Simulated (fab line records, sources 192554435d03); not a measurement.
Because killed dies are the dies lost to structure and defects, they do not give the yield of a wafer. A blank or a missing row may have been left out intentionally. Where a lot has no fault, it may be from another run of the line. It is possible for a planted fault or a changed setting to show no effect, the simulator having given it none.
Matching of chambers ; flow n5-finfet ; N5_FIN_CUT_ETCH_30 on rie-diel-01: 4 sister chambers
The step etches underlayer in N2/H2, target depth 13 nm, time 10.4 s. 4 wafers are shown with their chamber, then 9 later ones without.

WAFERS WITH THEIR CHAMBER
wafer;chamber;showerhead-plenum-p-Torr (Torr)
L084.1;2;2.64
L087.5;1;2.52
L088.4;3;2.47
L088.5;0;2.61

WAFERS WHOSE CHAMBER IS MISSING
wafer;showerhead-plenum-p-Torr (Torr)
L090.2;2.63
L090.3;2.61
L090.5;2.61
L091.1;2.61
L091.4;2.52
L091.5;2.52
L092.1;2.63
L092.2;2.52
L092.3;2.61

EACH ONE'S CHAMBER
wafer;from the rows above;in truth
L090.2;2;2
L090.3;0;0
L090.5;0;0
L091.1;0;0
L091.4;1;1
L091.5;1;1
L092.1;2;2
L092.2;1;1
L092.3;0;0
Placed correctly: 9 of 9. Can't be placed from these rows: 0. 0 placed wrongly.
How it was worked out, from the rows above alone: a wafer's distance from a chamber is the root of the sum, over the readings, of the square of ((its reading less the chamber's mean) divided by the reading's scatter). The wafer belongs to the nearest chamber; if the next one is less than 2 further off, it can't be placed. A chamber's mean is the mean of its shown wafers. The scatter: with one shown wafer a chamber, the root of the mean of the squares of how far each hidden wafer lies from its nearest shown one.
